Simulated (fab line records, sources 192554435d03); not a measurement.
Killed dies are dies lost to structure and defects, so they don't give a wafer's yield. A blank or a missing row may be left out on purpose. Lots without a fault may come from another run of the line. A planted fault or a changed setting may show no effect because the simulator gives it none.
Which tool did it? | flow n5_finfet | 24 lots, 72 wafers sampled, at 6 steps of a route of 1938

WHAT THE GAUGES READ, wafer by wafer
N5_BEOL_M2_THK_MEAS_01. Usual: M2_ILD_THK 79.2 nm, standard deviation 1.
lot  | measured     | on            | M2_ILD_THK (nm) | flag
L074 | day 6 12:22  | film_metro-02 | 80.8 81.2 81.5  |
L075 | day 6 17:35  | film_metro-02 | 78.3 78.0 80.1  |
L076 | day 7 04:14  | film_metro-02 | 77.8 78.4 80.4  |
L077 | day 7 07:10  | film_metro-01 | 78.2 78.6 79.4  |
L079 | day 7 16:28  | film_metro-01 | 78.7 80.1 80.1  |
L078 | day 7 20:04  | film_metro-01 | 79.9 80.2 80.4  |
L080 | day 8 01:58  | film_metro-02 | 77.8 77.5 78.0  |
L081 | day 8 06:58  | film_metro-02 | 77.6 78.8 79.1  |
L082 | day 8 19:55  | film_metro-02 | 79.0 79.7 80.5  |
L083 | day 9 03:16  | film_metro-01 | 80.4 80.6 79.4  |
L084 | day 9 07:05  | film_metro-02 | 79.0 80.2 80.3  |
L085 | day 9 16:38  | film_metro-01 | 78.1 80.1 80.4  |
L086 | day 9 19:16  | film_metro-02 | 79.3 78.5 77.9  |
L087 | day 10 00:47 | film_metro-02 | 78.7 79.0 80.5  |
L088 | day 10 02:38 | film_metro-02 | 79.3 80.4 80.0  |
L090 | day 10 11:43 | film_metro-01 | 78.3 80.8 79.6  |
L089 | day 10 14:15 | film_metro-02 | 79.0 78.9 79.7  |
L091 | day 10 20:04 | film_metro-01 | 78.0 79.4 79.4  |
L092 | day 10 22:54 | film_metro-02 | 77.5 78.8 79.7  |
L094 | day 11 11:35 | film_metro-01 | 78.6 77.7 79.5  |
L093 | day 11 11:37 | film_metro-01 | 79.1 78.8 79.3  |
L095 | day 12 06:34 | film_metro-01 | 76.8 76.9 78.0  |
L096 | day 12 06:37 | film_metro-01 | 78.8 79.9 80.0  |
L097 | day 12 09:56 | film_metro-02 | 78.0 77.8 79.2  |

N5_BEOL_M3_INSPECT_13: inspects for defects (brightfield). Usual: raw_defect_count 414, standard deviation 86.
lot  | measured     | on                | raw_defect_count | flag
L074 | day 7 03:02  | defect_inspect-01 | 366 394 395      |
L075 | day 7 07:37  | defect_inspect-02 | 421 490 421      |
L076 | day 7 16:09  | defect_inspect-01 | 471 573 616      |
L077 | day 7 20:15  | defect_inspect-02 | 482 373 354      |
L079 | day 8 06:33  | defect_inspect-01 | 528 384 399      |
L078 | day 8 08:57  | defect_inspect-02 | 366 346 446      |
L080 | day 8 14:40  | defect_inspect-01 | 366 448 310      |
L081 | day 8 23:34  | defect_inspect-01 | 431 423 483      |
L082 | day 9 09:29  | defect_inspect-02 | 415 385 438      |
L083 | day 9 18:24  | defect_inspect-01 | 595 390 588      |
L084 | day 10 02:16 | defect_inspect-02 | 292 387 345      |
L085 | day 10 03:31 | defect_inspect-02 | 510 430 369      |
L086 | day 10 07:59 | defect_inspect-01 | 486 438 546      |
L087 | day 10 08:55 | defect_inspect-02 | 418 306 281      |
L088 | day 10 13:52 | defect_inspect-02 | 290 353 380      |
L090 | day 11 04:07 | defect_inspect-01 | 345 320 402      |
L089 | day 11 04:53 | defect_inspect-02 | 368 455 246      |
L091 | day 11 08:55 | defect_inspect-01 | 421 375 436      |
L092 | day 11 12:53 | defect_inspect-02 | 357 344 345      |
L094 | day 12 05:22 | defect_inspect-02 | 468 436 576      |
L093 | day 12 06:03 | defect_inspect-02 | 240 204 359      |
L095 | day 12 16:46 | defect_inspect-02 | 413 446 467      |
L096 | day 12 20:15 | defect_inspect-02 | 416 365 348      |
L097 | day 12 23:03 | defect_inspect-01 | 426 412 418      |

WHICH TOOL RAN EACH LOT (tool, then ch and the chambers of the sampled wafers, then the start)
lot  | N5_BEOL_M2_SURFACE_TREAT_85  | N5_BEOL_M2_SPUTTER_81        | N5_BEOL_M2_ANNEAL_89         | N5_BEOL_M3_HM_DEP_02
L074 | pvd_sputter-01, day 6 21:30  | pvd_sputter-03, day 6 22:21  | pvd_sputter-03, day 6 22:52  | pvd_sputter-01, day 7 02:33
L075 | pvd_sputter-03, day 7 01:05  | pvd_sputter-02, day 7 02:02  | pvd_sputter-02, day 7 02:34  | pvd_sputter-03, day 7 07:01
L076 | pvd_sputter-01, day 7 11:25  | pvd_sputter-01, day 7 12:06  | pvd_sputter-01, day 7 12:37  | pvd_sputter-02, day 7 15:32
L077 | pvd_sputter-01, day 7 14:44  | pvd_sputter-01, day 7 15:28  | pvd_sputter-01, day 7 15:59  | pvd_sputter-01, day 7 19:39
L079 | pvd_sputter-02, day 8 01:56  | pvd_sputter-01, day 8 02:45  | pvd_sputter-01, day 8 03:16  | pvd_sputter-01, day 8 06:04
L078 | pvd_sputter-01, day 8 02:10  | pvd_sputter-01, day 8 04:40  | pvd_sputter-01, day 8 05:11  | pvd_sputter-01, day 8 08:19
L080 | pvd_sputter-02, day 8 07:03  | pvd_sputter-03, day 8 07:47  | pvd_sputter-03, day 8 08:18  | pvd_sputter-02, day 8 14:12
L081 | pvd_sputter-02, day 8 18:49  | pvd_sputter-03, day 8 19:45  | pvd_sputter-03, day 8 20:16  | pvd_sputter-03, day 8 22:58
L082 | pvd_sputter-02, day 9 03:22  | pvd_sputter-01, day 9 04:07  | pvd_sputter-01, day 9 04:38  | pvd_sputter-03, day 9 08:52
L083 | pvd_sputter-02, day 9 10:48  | pvd_sputter-03, day 9 11:28  | pvd_sputter-03, day 9 11:59  | pvd_sputter-03, day 9 17:55
L084 | pvd_sputter-03, day 9 18:43  | pvd_sputter-01, day 9 19:28  | pvd_sputter-01, day 9 19:59  | pvd_sputter-03, day 10 01:40
L085 | pvd_sputter-03, day 9 21:44  | pvd_sputter-03, day 10 00:10 | pvd_sputter-03, day 10 00:41 | pvd_sputter-03, day 10 02:55
L086 | pvd_sputter-03, day 10 02:31 | pvd_sputter-01, day 10 03:20 | pvd_sputter-01, day 10 03:52 | pvd_sputter-03, day 10 07:23
L087 | pvd_sputter-01, day 10 05:07 | pvd_sputter-02, day 10 05:47 | pvd_sputter-02, day 10 06:18 | pvd_sputter-03, day 10 08:26
L088 | pvd_sputter-02, day 10 08:06 | pvd_sputter-02, day 10 08:49 | pvd_sputter-02, day 10 09:20 | pvd_sputter-01, day 10 13:16
L090 | pvd_sputter-01, day 10 22:14 | pvd_sputter-02, day 10 23:05 | pvd_sputter-02, day 10 23:36 | pvd_sputter-02, day 11 03:38
L089 | pvd_sputter-03, day 11 00:15 | pvd_sputter-03, day 11 00:55 | pvd_sputter-03, day 11 01:26 | pvd_sputter-02, day 11 04:17
L091 | pvd_sputter-03, day 11 04:55 | pvd_sputter-03, day 11 05:41 | pvd_sputter-03, day 11 06:13 | pvd_sputter-02, day 11 08:19
L092 | pvd_sputter-03, day 11 07:05 | pvd_sputter-03, day 11 07:45 | pvd_sputter-03, day 11 08:16 | pvd_sputter-02, day 11 12:17
L094 | pvd_sputter-03, day 11 22:23 | pvd_sputter-01, day 11 23:16 | pvd_sputter-01, day 11 23:47 | pvd_sputter-02, day 12 04:52
L093 | pvd_sputter-03, day 12 01:21 | pvd_sputter-03, day 12 02:05 | pvd_sputter-03, day 12 02:36 | pvd_sputter-01, day 12 05:27
L095 | pvd_sputter-03, day 12 10:54 | pvd_sputter-03, day 12 13:23 | pvd_sputter-03, day 12 13:54 | pvd_sputter-02, day 12 16:16
L096 | pvd_sputter-03, day 12 15:25 | pvd_sputter-01, day 12 16:07 | pvd_sputter-01, day 12 16:38 | pvd_sputter-01, day 12 19:39
L097 | pvd_sputter-01, day 12 17:35 | pvd_sputter-01, day 12 18:15 | pvd_sputter-01, day 12 18:46 | pvd_sputter-01, day 12 22:27
- N5_BEOL_M2_SURFACE_TREAT_85
- N5_BEOL_M2_SPUTTER_81: material Cu, target thk 4.5 nm, time 8.29 s.
- N5_BEOL_M2_ANNEAL_89: time 240 s.
- N5_BEOL_M3_HM_DEP_02: deposits TiN, target thk 20 nm.

WHAT THE TOOLS THEMSELVES READ (means of the sampled wafers that have a number; where no wafer has one, the mark that the record gives instead)
N5_BEOL_M2_SPUTTER_81. Usual: chamber_pressure_pa 0.06998 Pa, standard deviation 0.00014; chuck_gas_flow_sccm 1.25 sccm, standard deviation 0.05; throttle_valve_pct 30.1 %, standard deviation 0.8.
lot  | tool           | chamber_pressure_pa (Pa) | chuck_gas_flow_sccm (sccm) | throttle_valve_pct (%) | flag
L074 | pvd_sputter-03 | 0.06993                  | 1.24                       | 30.7                   |
L075 | pvd_sputter-02 | 0.06996                  | 1.23                       | 29.0                   |
L076 | pvd_sputter-01 | 0.06981                  | 1.25                       | 31.3                   |
L077 | pvd_sputter-01 | 0.06992                  | 1.26                       | 30.3                   |
L079 | pvd_sputter-01 | 0.07002                  | 1.24                       | 30.3                   |
L078 | pvd_sputter-01 | 0.06989                  | 1.30                       | 30.8                   |
L080 | pvd_sputter-03 | 0.06992                  | 1.32                       | 30.2                   |
L081 | pvd_sputter-03 | 0.06996                  | 1.26                       | 30.6                   |
L082 | pvd_sputter-01 | 0.06997                  | 1.27                       | 30.8                   |
L083 | pvd_sputter-03 | 0.06999                  | 1.24                       | 30.3                   |
L084 | pvd_sputter-01 | 0.06994                  | 1.21                       | 30.2                   |
L085 | pvd_sputter-03 | 0.07006                  | 1.22                       | 30.2                   |
L086 | pvd_sputter-01 | 0.06993                  | 1.30                       | 29.9                   |
L087 | pvd_sputter-02 | 0.07003                  | 1.31                       | 29.2                   |
L088 | pvd_sputter-02 | 0.07008                  | 1.30                       | 29.1                   |
L090 | pvd_sputter-02 | 0.07008                  | 1.19                       | 29.1                   |
L089 | pvd_sputter-03 | 0.06987                  | 1.27                       | 30.4                   |
L091 | pvd_sputter-03 | 0.07012                  | 1.23                       | 29.9                   |
L092 | pvd_sputter-03 | 0.06989                  | 1.25                       | 30.1                   |
L094 | pvd_sputter-01 | 0.07007                  | 1.25                       | 30.4                   |
L093 | pvd_sputter-03 | 0.07004                  | 1.24                       | 30.4                   |
L095 | pvd_sputter-03 | 0.06991                  | 1.27                       | 30.1                   |
L096 | pvd_sputter-01 | 0.07012                  | 1.23                       | 30.8                   |
L097 | pvd_sputter-01 | 0.06979                  | 1.26                       | 30.0                   |

N5_BEOL_M2_ANNEAL_89. Usual: heater_power_w 779 W, standard deviation 68.
lot  | tool           | heater_power_w (W) | flag
L074 | pvd_sputter-03 | 839                |
L075 | pvd_sputter-02 | 806                |
L076 | pvd_sputter-01 | 796                |
L077 | pvd_sputter-01 | 751                |
L079 | pvd_sputter-01 | 757                |
L078 | pvd_sputter-01 | 790                |
L080 | pvd_sputter-03 | 762                |
L081 | pvd_sputter-03 | 807                |
L082 | pvd_sputter-01 | 820                |
L083 | pvd_sputter-03 | 760                |
L084 | pvd_sputter-01 | 794                |
L085 | pvd_sputter-03 | 752                |
L086 | pvd_sputter-01 | 777                |
L087 | pvd_sputter-02 | 819                |
L088 | pvd_sputter-02 | 810                |
L090 | pvd_sputter-02 | 774                |
L089 | pvd_sputter-03 | 763                |
L091 | pvd_sputter-03 | 720                |
L092 | pvd_sputter-03 | 737                |
L094 | pvd_sputter-01 | 762                |
L093 | pvd_sputter-03 | 775                |
L095 | pvd_sputter-03 | 764                |
L096 | pvd_sputter-01 | 756                |
L097 | pvd_sputter-01 | 782                |

N5_BEOL_M3_HM_DEP_02. Usual: chamber_pressure_pa 0.4999 Pa, standard deviation 0.00094; throttle_valve_pct 29.9 %, standard deviation 0.87.
lot  | tool           | chamber_pressure_pa (Pa) | throttle_valve_pct (%) | flag
L074 | pvd_sputter-01 | 0.4994                   | 30.7                   |
L075 | pvd_sputter-03 | 0.4997                   | 30.5                   |
L076 | pvd_sputter-02 | 0.4997                   | 29.1                   |
L077 | pvd_sputter-01 | 0.4995                   | 30.1                   |
L079 | pvd_sputter-01 | 0.5014                   | 31.3                   |
L078 | pvd_sputter-01 | 0.5001                   | 31.3                   |
L080 | pvd_sputter-02 | 0.4994                   | 28.9                   |
L081 | pvd_sputter-03 | 0.5008                   | 30.2                   |
L082 | pvd_sputter-03 | 0.5001                   | 30.3                   |
L083 | pvd_sputter-03 | 0.4992                   | 30.2                   |
L084 | pvd_sputter-03 | 0.5004                   | 29.9                   |
L085 | pvd_sputter-03 | 0.4990                   | 30.5                   |
L086 | pvd_sputter-03 | 0.4998                   | 30.3                   |
L087 | pvd_sputter-03 | 0.5002                   | 30.2                   |
L088 | pvd_sputter-01 | 0.4994                   | 29.9                   |
L090 | pvd_sputter-02 | 0.4988                   | 28.8                   |
L089 | pvd_sputter-02 | 0.4998                   | 29.0                   |
L091 | pvd_sputter-02 | 0.5008                   | 29.0                   |
L092 | pvd_sputter-02 | 0.4998                   | 29.5                   |
L094 | pvd_sputter-02 | 0.4998                   | 29.1                   |
L093 | pvd_sputter-01 | 0.5003                   | 30.5                   |
L095 | pvd_sputter-02 | 0.4994                   | 29.2                   |
L096 | pvd_sputter-01 | 0.5000                   | 29.8                   |
L097 | pvd_sputter-01 | 0.5000                   | 30.5                   |

THE ANSWER, worked out from the rows above alone
Rule: a lot is off if the mean of its wafers that have a number lies more than 3 standard deviations from the usual mean. A lot without any number at a reading at which 4 lots or more have one is off too. The other lots that the step has rows for count as sound. The gauges are gone through in route order, then the tools' own readings, and for those a lot's mean is taken as printed above. The first step at which some lot is off is used, and at that step the reading that is off furthest; a lot without a number counts as furthest.
No lot is off at any reading shown: from this, nothing can be told.

WHAT THE SIMULATOR HAD PUT IN
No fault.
